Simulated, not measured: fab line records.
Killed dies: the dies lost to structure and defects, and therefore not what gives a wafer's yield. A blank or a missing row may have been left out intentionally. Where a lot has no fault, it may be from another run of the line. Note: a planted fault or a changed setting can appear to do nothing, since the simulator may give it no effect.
fab line records	flow nandHarc
[record] lots = 24	wafers = 72	lastDay = 33
route steps=1302 shown P_GATE@143 P_M0@272 P_M1@296
lots untouched by any fault: they come from a run of this same line in which no faults occurred
startH: hours from the record's first day to the start of the lot's first wafer shown	waitH: time in hours since the lot's previous step	" as in the row above	L1.1+2: one row covering several wafers at once	- no value present, or no start provided	* or withheld: withheld	< > ~ a bound
route shown NAME@n: a module of which the file shows steps, and the number in the route of the first	usual: the fault-free wafers' mean and standard deviation	same: alike in all rows	chamber/n: place in a boat	sites: the reading at each site	_std_site: their standard deviation	_edge_site: the outer-site mean with the inner-site mean subtracted	radiusMm: how far each site lies from the wafer's centre	mask NAME#n: copy n	behind: the most recent tool/chamber to have shaped the wafer	hold: the reason the lot was held/the length of the hold in hours/how it ended	device: names the non-switching transistor (n, p or np)	end of line: at the end of the route, the tests of the same wafers	step lacking rows: just its recipe	killed: dies that structure and defects cost at the first sort, which is not the same as the wafer's yield	map: per-die view of a wafer (x killed, . not killed, _ where there is no die)
set.NAME: the setting that was run; set.NAME@STEP: the one run at that earlier step	model.NAME: the simulator's own value behind a step, which no gauge read
steps of the route over a sample of lots; a table a step, a row a wafer
services: a tool's chamber out of use, with start hour (startH, from the record's first day; less than 0 if before it), hours out, and reason
[[steps]]
[step NHARC_P_GATE_INSPECT_28]
[usual] rawDefectCount = 6/3.2
lot.wafer	tool	chamber	startH	waitH	rawDefectCount
L074.1	defectInspect-02	-	105.75	0.0	7
L074.2	"	-	"	"	7
L074.3	"	-	"	"	15
L076.2	defectInspect-02	-	121.46	0.0	2
L076.3	"	-	"	"	7
L076.6	"	-	"	"	7
L075.2	defectInspect-02	-	121.99	0.0	7
L075.4	"	-	"	"	5
L075.6	"	-	"	"	9
L077.4	defectInspect-01	-	131.78	0.0	9
L077.5	"	-	"	"	14
L077.6	"	-	"	"	2
L078.3	defectInspect-02	-	134.71	0.0	7
L078.4	"	-	"	"	8
L078.6	"	-	"	"	10
L079.1	defectInspect-02	-	152.64	0.0	1
L079.4	"	-	"	"	8
L079.5	"	-	"	"	8
L080.3	defectInspect-02	-	156.43	0.0	11
L080.4	"	-	"	"	12
L080.5	"	-	"	"	18
L081.2	defectInspect-01	-	167.36	0.0	6
L081.3	"	-	"	"	3
L081.5	"	-	"	"	7
L082.2	defectInspect-01	-	173.87	0.0	2
L082.4	"	-	"	"	3
L082.5	"	-	"	"	2
L083.1	defectInspect-02	-	191.34	0.0	4
L083.5	"	-	"	"	12
L083.6	"	-	"	"	10
L084.1	defectInspect-02	-	194.75	0.0	4
L084.3	"	-	"	"	4
L084.6	"	-	"	"	7
L085.3	defectInspect-01	-	202.91	0.0	6
L085.4	"	-	"	"	6
L085.6	"	-	"	"	4
L086.4	defectInspect-01	-	218.22	0.0	7
L086.5	"	-	"	"	3
L086.6	"	-	"	"	4
L087.1	defectInspect-02	-	223.92	0.0	8
L087.3	"	-	"	"	6
L087.4	"	-	"	"	5
L088.2	defectInspect-02	-	240.81	0.0	7
L088.4	"	-	"	"	5
L088.5	"	-	"	"	5
L089.1	defectInspect-02	-	241.06	0.0	0
L089.3	"	-	"	"	5
L089.6	"	-	"	"	7
L090.1	defectInspect-02	-	257.06	0.0	11
L090.3	"	-	"	"	8
L090.4	"	-	"	"	7
L091.2	defectInspect-02	-	268.30	0.0	9
L091.3	"	-	"	"	8
L091.5	"	-	"	"	8
L092.1	defectInspect-01	-	280.20	0.0	7
L092.2	"	-	"	"	4
L092.4	"	-	"	"	9
L093.1	defectInspect-01	-	287.14	0.0	12
L093.3	"	-	"	"	9
L093.5	"	-	"	"	4
L094.2	defectInspect-02	-	298.56	0.0	3
L094.4	"	-	"	"	7
L094.6	"	-	"	"	4
L095.2	defectInspect-02	-	305.66	0.0	4
L095.4	"	-	"	"	4
L095.5	"	-	"	"	2
L096.4	defectInspect-02	-	318.27	0.0	10
L096.5	"	-	"	"	7
L096.6	"	-	"	"	10
L097.2	defectInspect-01	-	325.49	0.0	7
L097.3	"	-	"	"	8
L097.4	"	-	"	"	8
[step NHARC_P_GATE_STRIP_108]
[recipe] o2FlowSccm = 500	arFlowSccm = 0	biasW = 0	chemistry = O2
[usual] drypumpMotorCurrentA = 5.8/0.44	oesProductAu = 0.999/0.0091	rfVppV = 58.0/0.92	showerheadPlenumPTorr = 3.58/0.13	throttleValvePct = 17.038/0.0086
[same] biasW = 0
lot.wafer	tool	chamber	startH	waitH	drypumpMotorCurrentA	oesProductAu	rfHoursCounterH	rfVppV	showerheadPlenumPTorr	throttleValvePct
L074.3	rieDiel-05	2	106.49	-	6.2	0.987	4	58.2	3.77	17.022
L074.2	"	3	"	"	5.6	1.006	3	57.7	3.50	17.031
L074.1	"	0	"	"	5.5	1.002	4	58.9	3.48	17.032
L076.2	rieDiel-05	3	122.16	-	5.6	0.997	3	60.4	3.50	17.022
L076.3	"	1	"	"	6.5	1.006	3	58.8	3.61	17.039
L076.6	"	2	"	"	6.1	1.009	-	57.4	3.77	17.016
L075.4	rieDiel-04	2	122.69	-	6.4	0.985	6	59.9	3.67	17.038
L075.2	"	3	"	"	5.9	1.004	7	56.9	3.52	17.032
L075.6	"	1	"	"	5.0	1.010	-	58.5	3.39	17.034
L077.4	rieDiel-10	0	132.49	-	5.4	0.984	3	56.7	3.33	17.031
L077.6	"	2	"	"	5.4	1.005	-	59.5	3.71	17.044
L077.5	"	3	"	"	6.0	0.985	-	58.0	3.71	17.048
L078.4	rieDiel-04	0	135.43	-	5.9	1.001	8	58.3	3.49	17.037
L078.3	"	1	"	"	5.0	0.992	8	56.7	3.39	17.029
L078.6	"	0	"	"	5.9	1.006	-	57.2	3.49	17.029
L079.4	rieDiel-05	2	153.39	-	6.1	0.998	6	57.9	3.77	17.026
L079.1	"	3	"	"	5.6	0.985	5	57.2	3.50	17.035
L079.5	"	2	"	"	6.1	0.993	-	58.2	3.77	17.046
L080.3	rieDiel-04	3	157.13	-	5.9	0.997	9	58.0	3.52	17.036
L080.4	"	0	"	"	5.9	1.006	9	56.4	3.49	17.048
L080.5	"	2	"	"	6.4	0.991	-	57.6	3.67	17.040
L081.3	rieDiel-05	2	168.04	-	6.1	0.997	7	57.2	3.77	17.042
L081.2	"	0	"	"	5.5	0.999	6	57.5	3.48	17.034
L081.5	"	2	"	"	6.1	0.995	-	59.1	3.77	17.038
L082.2	rieDiel-05	0	174.57	-	5.5	0.994	6	56.9	3.48	17.028
L082.4	"	1	"	"	6.5	0.996	6	57.9	3.61	17.031
L082.5	"	0	"	"	5.5	1.004	-	57.0	3.48	17.036
L083.1	rieDiel-05	2	192.06	-	6.1	0.996	8	59.1	3.77	17.033
L083.5	"	0	"	"	5.5	1.004	-	56.4	3.48	17.027
L083.6	"	1	"	"	6.6	0.998	-	58.5	3.61	17.031
L084.1	rieDiel-04	2	195.45	-	6.4	0.985	0	58.6	3.67	17.040
L084.3	"	3	"	"	5.9	1.003	0	58.2	3.52	17.031
L084.6	"	1	"	"	5.0	0.996	-	56.3	3.39	17.035
L085.3	rieDiel-10	0	203.63	-	5.4	1.005	9	57.3	3.33	17.027
L085.4	"	1	"	"	5.2	0.995	10	56.5	3.46	17.035
L085.6	"	2	"	"	5.4	1.003	-	58.7	3.70	17.043
L086.4	rieDiel-10	1	218.94	-	5.3	0.980	10	57.2	3.46	17.034
L086.5	"	2	"	"	5.4	1.007	-	59.0	3.70	17.056
L086.6	"	3	"	"	6.0	0.995	-	57.9	3.70	17.044
L087.3	rieDiel-05	3	224.60	-	5.5	0.985	9	56.5	3.50	17.052
L087.1	"	0	"	"	5.5	1.019	9	57.2	3.47	17.031
L087.4	"	1	"	"	6.6	0.999	8	59.4	3.61	17.045
L088.4	rieDiel-05	2	241.60	-	6.1	1.004	0	58.6	3.77	17.033
L088.2	"	0	"	"	5.5	1.001	1	57.3	3.47	17.052
L088.5	"	2	"	"	6.1	1.004	-	58.0	3.77	17.032
L089.1	rieDiel-10	3	241.77	-	6.0	0.985	10	59.5	3.70	17.048
L089.3	"	1	"	"	5.3	0.993	11	57.3	3.46	17.030
L089.6	"	3	"	"	6.0	0.995	-	58.3	3.70	17.035
L090.4	rieDiel-10	3	257.81	-	6.1	0.995	0	58.5	3.70	17.038
L090.3	"	0	"	"	5.5	0.990	0	56.9	3.33	17.029
L090.1	"	1	"	"	5.3	0.996	0	57.3	3.46	17.042
L091.3	rieDiel-05	3	268.99	-	5.5	1.008	2	58.2	3.50	17.043
L091.2	"	0	"	"	5.5	1.005	2	57.6	3.47	17.041
L091.5	"	2	"	"	6.1	0.997	-	58.4	3.77	17.021
L092.2	rieDiel-05	0	280.90	-	5.5	1.006	2	57.1	3.47	17.031
L092.1	"	1	"	"	6.5	1.004	3	57.7	3.60	17.048
L092.4	"	2	"	"	6.1	0.994	3	60.4	3.77	17.042
L093.1	rieDiel-05	2	287.84	-	6.1	1.002	3	57.9	3.77	17.043
L093.3	"	3	"	"	5.5	1.011	2	57.3	3.50	17.054
L093.5	"	1	"	"	6.6	0.999	-	57.5	3.60	17.038
L094.2	rieDiel-10	3	299.27	-	6.0	0.999	2	59.2	3.70	17.054
L094.4	"	0	"	"	5.4	0.989	2	57.2	3.33	17.040
L094.6	"	2	"	"	5.4	1.001	-	58.0	3.70	17.040
L095.4	rieDiel-05	3	306.35	-	5.6	1.012	4	58.1	3.50	17.049
L095.2	"	0	"	"	5.6	1.006	4	57.7	3.47	17.047
L095.5	"	3	"	"	5.6	1.010	-	56.7	3.50	17.045
L096.4	rieDiel-10	0	318.96	-	5.5	0.974	2	58.5	3.33	17.035
L096.6	"	3	"	"	6.0	1.000	-	56.9	3.70	17.040
L096.5	"	0	"	"	5.4	0.983	-	56.7	3.32	17.038
L097.2	rieDiel-05	2	326.19	-	6.1	0.979	6	59.3	3.77	17.036
L097.3	"	3	"	"	5.5	0.998	6	57.0	3.50	17.039
L097.4	"	0	"	"	5.5	1.016	6	57.1	3.47	17.032
[step NHARC_P_GATE_ETCHBACK_37]
[recipe] targetDepthA = 345	timeS = 17.2	chf3FlowSccm = 50	o2FlowSccm = 10	arFlowSccm = 200	rfW = 500	biasW = 200	chemistry = CHF3/O2
[usual] biasW = 199.9/0.58	drypumpMotorCurrentA = 5.8/0.45	oesProductAu = 0.939/0.028	rfVppV = 371.2/2.1	showerheadPlenumPTorr = 2.43/0.094	throttleValvePct = 20.573/0.0092
lot.wafer	tool	chamber	startH	waitH	biasW	drypumpMotorCurrentA	oesProductAu	rfHoursCounterH	rfVppV	showerheadPlenumPTorr	throttleValvePct
L074.3	rieDiel-10	1	-	-	200.8	5.2	1.001	2	370.4	2.36	20.578
L074.2	"	2	"	"	200.2	5.4	1.004	2	372.8	2.53	20.555
L074.1	"	0	"	"	199.5	5.4	0.985	2	369.0	2.26	20.583
L076.3	rieDiel-05	3	-	-	201.1	5.6	0.923	4	371.0	2.38	20.587
L076.2	"	0	"	"	199.7	5.5	0.919	4	371.4	2.37	20.576
L076.6	"	0	"	"	199.4	5.5	0.928	-	369.6	2.37	20.565
L075.2	rieDiel-04	0	-	-	199.8	5.9	0.933	7	370.5	2.38	20.565
L075.4	"	1	"	"	199.6	5.0	0.924	7	368.8	2.30	20.581
L075.6	"	1	"	"	198.9	5.0	0.919	-	368.1	2.30	20.556
L077.4	rieDiel-05	3	-	-	199.7	5.5	0.976	5	370.6	2.38	20.571
L077.6	"	2	"	"	200.0	6.1	0.981	-	373.3	2.57	20.575
L077.5	"	3	"	"	199.9	5.5	0.984	-	369.1	2.38	20.577
L078.3	rieDiel-05	1	-	-	200.3	6.5	0.984	5	373.1	2.46	20.579
L078.4	"	2	"	"	200.3	6.1	0.986	6	373.4	2.57	20.559
L078.6	"	1	"	"	199.3	6.6	0.986	-	371.5	2.46	20.565
L079.4	rieDiel-04	2	-	-	200.3	6.4	0.916	9	373.1	2.50	20.572
L079.1	"	3	"	"	199.8	5.9	0.923	9	370.9	2.39	20.588
L079.5	"	0	"	"	200.2	5.9	0.928	-	369.3	2.38	20.573
L080.3	rieDiel-05	2	-	-	199.6	6.1	0.936	7	374.8	2.57	20.582
L080.4	"	3	"	"	199.3	5.5	0.940	5	370.3	2.38	20.580
L080.5	"	2	"	"	198.9	6.1	0.936	-	375.2	2.57	20.564
L081.2	rieDiel-05	0	-	-	200.1	5.5	0.922	6	369.9	2.36	20.575
L081.3	"	1	"	"	200.7	6.5	0.924	6	373.0	2.46	20.585
L081.5	"	3	"	"	199.5	5.6	0.917	-	370.3	2.38	20.581
L082.4	rieDiel-05	2	-	-	199.6	6.1	0.921	8	372.8	2.57	20.579
L082.2	"	3	"	"	200.0	5.5	0.925	6	371.0	2.38	20.570
L082.5	"	3	"	"	200.6	5.5	0.932	-	369.7	2.38	20.566
L083.1	rieDiel-10	1	-	-	199.7	5.2	0.912	10	368.8	2.36	20.570
L083.5	"	0	"	"	200.4	5.4	0.921	-	366.5	2.26	20.577
L083.6	"	1	"	"	200.3	5.3	0.901	-	369.8	2.36	20.579
L084.1	rieDiel-05	2	-	-	199.3	6.1	0.920	8	374.6	2.57	20.584
L084.3	"	3	"	"	199.5	5.5	0.923	6	368.6	2.38	20.583
L084.6	"	1	"	"	199.9	6.5	0.918	-	372.1	2.46	20.575
L085.4	rieDiel-10	2	-	-	200.7	5.4	0.924	10	372.5	2.52	20.580
L085.3	"	3	"	"	199.4	6.0	0.917	9	372.1	2.52	20.564
L085.6	"	1	"	"	199.8	5.3	0.931	-	370.1	2.36	20.555
L086.4	rieDiel-05	2	-	-	199.4	6.1	0.915	10	374.4	2.57	20.585
L086.6	"	0	"	"	199.7	5.5	0.933	-	370.5	2.36	20.585
L086.5	"	1	"	"	200.7	6.5	0.921	-	372.6	2.46	20.564
L087.4	rieDiel-10	2	-	-	200.8	5.4	0.931	10	374.2	2.52	20.569
L087.1	"	3	"	"	199.7	6.0	0.927	10	371.6	2.52	20.572
L087.3	"	1	"	"	200.1	5.3	0.923	11	369.4	2.36	20.568
L088.2	rieDiel-05	0	-	-	199.7	5.5	0.940	1	369.6	2.36	20.563
L088.4	"	2	"	"	200.5	6.1	0.924	2	373.2	2.57	20.590
L088.5	"	0	"	"	199.9	5.4	0.944	-	368.6	2.36	20.582
L089.3	rieDiel-05	3	-	-	200.3	5.6	1.018	1	371.9	2.38	20.581
L089.1	"	0	"	"	199.1	5.5	1.004	1	368.8	2.36	20.582
L089.6	"	2	"	"	200.4	6.1	0.983	-	372.9	2.57	20.571
L090.4	rieDiel-05	1	-	-	200.4	6.6	0.922	3	372.2	2.45	20.572
L090.1	"	2	"	"	200.8	6.1	0.918	3	373.9	2.57	20.576
L090.3	"	3	"	"	200.8	5.5	0.930	2	371.2	2.38	20.586
L091.3	rieDiel-05	1	-	-	199.4	6.6	0.937	3	371.2	2.45	20.560
L091.2	"	2	"	"	199.6	6.1	0.930	3	375.1	2.57	20.559
L091.5	"	1	"	"	199.8	6.6	0.938	-	371.4	2.45	20.572
L092.2	rieDiel-10	1	-	-	199.6	5.3	0.925	0	370.7	2.36	20.573
L092.1	"	2	"	"	199.8	5.4	1.009	0	373.2	2.52	20.560
L092.4	"	3	"	"	200.3	6.0	0.934	1	372.6	2.52	20.566
L093.1	rieDiel-04	1	-	-	199.5	5.0	0.919	6	368.5	2.30	20.566
L093.3	"	2	"	"	199.5	6.4	0.924	8	372.4	2.50	20.587
L093.5	"	3	"	"	199.4	5.9	0.922	-	370.8	2.39	20.564
L094.2	rieDiel-10	3	-	-	200.0	6.0	0.918	2	372.6	2.52	20.566
L094.4	"	0	"	"	198.8	5.4	0.908	2	366.7	2.26	20.578
L094.6	"	0	"	"	199.0	5.5	0.909	-	367.6	2.26	20.576
L095.4	rieDiel-05	2	-	-	200.1	6.1	0.925	5	375.1	2.57	20.571
L095.2	"	0	"	"	199.6	5.5	0.934	4	370.3	2.36	20.571
L095.5	"	3	"	"	199.1	5.6	0.936	-	372.0	2.38	20.578
L096.4	rieDiel-10	3	-	-	199.1	6.0	0.925	-	372.6	2.52	20.566
L096.5	"	0	"	"	200.2	5.4	0.918	-	367.4	2.26	20.572
L096.6	"	2	"	"	199.3	5.4	0.937	-	372.6	2.52	20.571
L097.3	rieDiel-04	3	-	-	200.6	5.9	0.923	10	369.3	2.39	20.573
L097.2	"	0	"	"	200.4	5.9	0.937	9	368.6	2.37	20.583
L097.4	"	2	"	"	199.9	6.4	0.925	10	372.3	2.50	20.579
[step NHARC_P_M0_DEGAS_28]
[recipe] tempC = 250	timeS = 60
[usual] heaterPowerW = 327/25
lot.wafer	tool	chamber	startH	waitH	heaterPowerW
L074.2	pvdSputter-02	-	131.05	-	340
L074.3	"	-	"	"	285
L074.1	"	-	"	"	353
L076.2	pvdSputter-02	-	146.59	-	331
L076.3	"	-	"	"	366
L076.6	"	-	"	"	351
L075.4	pvdSputter-02	-	147.31	-	358
L075.2	"	-	"	"	341
L075.6	"	-	"	"	355
L077.4	pvdSputter-02	-	157.00	-	362
L077.6	"	-	"	"	338
L077.5	"	-	"	"	287
L078.3	pvdSputter-02	-	161.67	-	357
L078.4	"	-	"	"	339
L078.6	"	-	"	"	341
L079.1	pvdSputter-01	-	177.69	-	324
L079.4	"	-	"	"	295
L079.5	"	-	"	"	322
L080.3	pvdSputter-01	-	182.47	-	298
L080.4	"	-	"	"	315
L080.5	"	-	"	"	294
L081.3	pvdSputter-01	-	192.58	-	322
L081.2	"	-	"	"	339
L081.5	"	-	"	"	312
L082.2	pvdSputter-01	-	200.06	-	331
L082.4	"	-	"	"	320
L082.5	"	-	"	"	290
L083.1	pvdSputter-02	-	216.82	-	286
L083.6	"	-	"	"	338
L083.5	"	-	"	"	282
L084.1	pvdSputter-01	-	220.03	-	317
L084.3	"	-	"	"	334
L084.6	"	-	"	"	302
L085.4	pvdSputter-02	-	227.83	-	342
L085.3	"	-	"	"	294
L085.6	"	-	"	"	344
L086.4	pvdSputter-02	-	243.10	-	346
L086.5	"	-	"	"	337
L086.6	"	-	"	"	286
L087.4	pvdSputter-01	-	249.39	-	357
L087.3	"	-	"	"	321
L087.1	"	-	"	"	291
L088.4	pvdSputter-01	-	267.00	-	341
L088.2	"	-	"	"	317
L088.5	"	-	"	"	344
L089.3	pvdSputter-02	-	267.43	-	342
L089.1	"	-	"	"	282
L089.6	"	-	"	"	360
L090.3	pvdSputter-03	-	282.05	-	356
L090.1	"	-	"	"	326
L090.4	"	-	"	"	357
L091.2	pvdSputter-02	-	293.16	-	356
L091.3	"	-	"	"	335
L091.5	"	-	"	"	353
L092.2	pvdSputter-03	-	305.33	-	298
L092.4	"	-	"	"	354
L092.1	"	-	"	"	326
L093.1	pvdSputter-01	-	312.44	-	326
L093.3	"	-	"	"	289
L093.5	"	-	"	"	320
L094.4	pvdSputter-01	-	323.77	-	285
L094.2	"	-	"	"	334
L094.6	"	-	"	"	318
L095.4	pvdSputter-03	-	330.78	-	331
L095.2	"	-	"	"	295
L095.5	"	-	"	"	321
L096.4	pvdSputter-02	-	343.91	-	327
L096.5	"	-	"	"	287
L096.6	"	-	"	"	350
L097.2	pvdSputter-02	-	351.23	-	334
L097.4	"	-	"	"	289
L097.3	"	-	"	"	348
[step NHARC_P_M1_OVL_MEAS_10]
[recipe] pitchNm = 260
[usual] overlayXNm = 0.2/0.7	overlayYNm = 0.2/0.85
lot.wafer	tool	chamber	startH	waitH	overlayXNm	overlayYNm
L074.1	overlay-01	-	134.04	-	-0.3	1.4
L074.2	"	-	"	"	0.4	1.2
L074.3	"	-	"	"	0.0	2.0
L076.2	overlay-01	-	149.64	-	0.3	0.1
L076.3	"	-	"	"	0.0	0.0
L076.6	"	-	"	"	0.4	0.0
L075.2	overlay-01	-	150.37	-	-1.7	0.3
L075.4	"	-	"	"	-1.2	0.3
L075.6	"	-	"	"	-1.4	0.1
L077.4	overlay-01	-	160.08	-	0.4	0.3
L077.5	"	-	"	"	0.5	0.0
L077.6	"	-	"	"	0.8	0.0
L078.3	overlay-01	-	164.73	-	0.5	-0.2
L078.4	"	-	"	"	-0.4	0.5
L078.6	"	-	"	"	-0.4	0.4
L079.1	overlay-01	-	180.75	-	0.9	0.2
L079.4	"	-	"	"	1.0	0.7
L079.5	"	-	"	"	1.1	0.7
L080.3	overlay-01	-	185.41	-	-0.3	1.4
L080.4	"	-	"	"	-0.2	1.4
L080.5	"	-	"	"	-0.2	1.0
L081.2	overlay-01	-	195.62	-	0.4	-0.6
L081.3	"	-	"	"	-0.4	-1.0
L081.5	"	-	"	"	0.3	-0.4
L082.2	overlay-01	-	203.08	-	-1.0	0.6
L082.4	"	-	"	"	-1.0	0.1
L082.5	"	-	"	"	-1.0	0.4
L083.1	overlay-01	-	219.86	-	0.0	-0.8
L083.5	"	-	"	"	-0.4	-0.6
L083.6	"	-	"	"	-0.4	-1.2
L084.1	overlay-01	-	223.01	-	0.1	2.1
L084.3	"	-	"	"	-0.2	2.3
L084.6	"	-	"	"	0.8	2.1
L085.3	overlay-01	-	230.85	-	0.2	-0.8
L085.4	"	-	"	"	-0.1	-0.1
L085.6	"	-	"	"	0.3	-0.1
L086.4	overlay-01	-	246.12	-	-0.5	0.0
L086.5	"	-	"	"	-0.7	0.5
L086.6	"	-	"	"	0.1	-0.2
L087.1	overlay-01	-	252.62	-	0.7	0.7
L087.3	"	-	"	"	0.5	0.5
L087.4	"	-	"	"	0.6	0.6
L088.2	overlay-02	-	270.34	-	0.2	-0.2
L088.4	"	-	"	"	0.0	-0.4
L088.5	"	-	"	"	-0.2	-0.2
L089.1	overlay-01	-	270.49	-	1.4	-1.1
L089.3	"	-	"	"	1.7	-0.5
L089.6	"	-	"	"	1.6	-1.0
L090.1	overlay-01	-	285.11	-	0.4	-1.3
L090.3	"	-	"	"	0.6	-0.9
L090.4	"	-	"	"	0.4	-1.1
L091.2	overlay-01	-	296.09	-	-0.3	-1.3
L091.3	"	-	"	"	-0.1	-1.1
L091.5	"	-	"	"	-0.7	-0.6
L092.1	overlay-01	-	308.37	-	0.4	0.5
L092.2	"	-	"	"	0.1	0.4
L092.4	"	-	"	"	0.3	0.4
L093.1	overlay-02	-	315.44	-	0.7	-0.7
L093.3	"	-	"	"	1.2	-0.1
L093.5	"	-	"	"	1.4	-0.9
L094.2	overlay-01	-	326.80	-	0.2	1.8
L094.4	"	-	"	"	0.2	2.3
L094.6	"	-	"	"	0.8	1.4
L095.2	overlay-01	-	333.83	-	0.0	1.1
L095.4	"	-	"	"	0.3	1.4
L095.5	"	-	"	"	0.7	0.9
L096.4	overlay-01	-	346.79	-	0.5	0.3
L096.5	"	-	"	"	0.1	0.0
L096.6	"	-	"	"	1.1	0.1
L097.2	overlay-01	-	354.28	-	0.5	-0.1
L097.3	"	-	"	"	0.3	0.0
L097.4	"	-	"	"	0.6	-0.1
[step NHARC_P_M1_PRE_CLEAN_30]
[recipe] timeS = 30	tempC = 280	gas = H2/He
[usual] heaterPowerW = 402/30
lot.wafer	tool	chamber	startH	waitH	heaterPowerW
L074.2	pvdSputter-01	-	-	-	387
L074.3	"	-	"	"	355
L074.1	"	-	"	"	410
L076.2	pvdSputter-02	-	-	-	436
L076.3	"	-	"	"	420
L076.6	"	-	"	"	437
L075.2	pvdSputter-01	-	-	-	388
L075.4	"	-	"	"	356
L075.6	"	-	"	"	391
L077.4	pvdSputter-01	-	-	-	394
L077.6	"	-	"	"	363
L077.5	"	-	"	"	402
L078.3	pvdSputter-01	-	-	-	411
L078.4	"	-	"	"	395
L078.6	"	-	"	"	352
L079.1	pvdSputter-03	-	-	-	441
L079.4	"	-	"	"	438
L079.5	"	-	"	"	402
L080.3	pvdSputter-03	-	-	-	435
L080.4	"	-	"	"	400
L080.5	"	-	"	"	432
L081.2	pvdSputter-03	-	-	-	408
L081.3	"	-	"	"	362
L081.5	"	-	"	"	404
L082.4	pvdSputter-02	-	-	-	422
L082.2	"	-	"	"	443
L082.5	"	-	"	"	435
L083.1	pvdSputter-01	-	-	-	362
L083.6	"	-	"	"	363
L083.5	"	-	"	"	409
L084.3	pvdSputter-02	-	-	-	431
L084.1	"	-	"	"	346
L084.6	"	-	"	"	427
L085.4	pvdSputter-03	-	-	-	435
L085.3	"	-	"	"	360
L085.6	"	-	"	"	446
L086.4	pvdSputter-02	-	-	-	413
L086.6	"	-	"	"	444
L086.5	"	-	"	"	418
L087.4	pvdSputter-03	-	-	-	397
L087.1	"	-	"	"	432
L087.3	"	-	"	"	434
L088.4	pvdSputter-01	-	-	-	358
L088.2	"	-	"	"	390
L088.5	"	-	"	"	424
L089.3	pvdSputter-03	-	-	-	403
L089.1	"	-	"	"	436
L089.6	"	-	"	"	371
L090.3	pvdSputter-01	-	-	-	363
L090.1	"	-	"	"	432
L090.4	"	-	"	"	394
L091.2	pvdSputter-03	-	-	-	376
L091.3	"	-	"	"	450
L091.5	"	-	"	"	372
L092.4	pvdSputter-01	-	-	-	392
L092.1	"	-	"	"	421
L092.2	"	-	"	"	381
L093.1	pvdSputter-03	-	-	-	436
L093.3	"	-	"	"	441
L093.5	"	-	"	"	404
L094.4	pvdSputter-03	-	-	-	409
L094.2	"	-	"	"	436
L094.6	"	-	"	"	358
L095.4	pvdSputter-03	-	-	-	427
L095.2	"	-	"	"	398
L095.5	"	-	"	"	372
L096.4	pvdSputter-03	-	-	-	438
L096.5	"	-	"	"	365
L096.6	"	-	"	"	452
L097.2	pvdSputter-01	-	-	-	434
L097.4	"	-	"	"	393
L097.3	"	-	"	"	393
[[services]]
tool	chamber	startH	hours	kind
rieDiel-05	3	89.24	8.5	repair
rieDiel-05	1	97.72	17.3	repair
pvdSputter-02	-	104.00	10.0	pm
pvdSputter-02	-	116.57	6.8	repair
rieDiel-04	1	139.22	2.7	repair
pvdSputter-03	-	145.06	2.8	repair
rieDiel-04	1	147.59	6.8	repair
rieDiel-10	-	169.27	0.2	repair
rieDiel-04	-	177.95	9.0	pm
rieDiel-10	-	179.15	0.3	repair
rieDiel-04	1	203.98	4.9	repair
pvdSputter-01	-	226.00	10.0	pm
rieDiel-05	-	229.60	9.0	pm
rieDiel-10	0	236.19	6.3	repair
rieDiel-10	-	242.50	9.0	pm
pvdSputter-03	-	250.26	0.9	repair
rieDiel-10	2	258.04	8.0	repair
pvdSputter-01	-	258.23	6.3	repair
pvdSputter-02	-	271.33	2.5	repair
pvdSputter-02	-	282.00	10.0	pm
rieDiel-04	3	288.71	6.8	repair
pvdSputter-02	-	296.11	3.1	repair
rieDiel-05	2	309.38	6.5	repair
rieDiel-10	1	327.78	4.2	repair
[[key]]
fault none
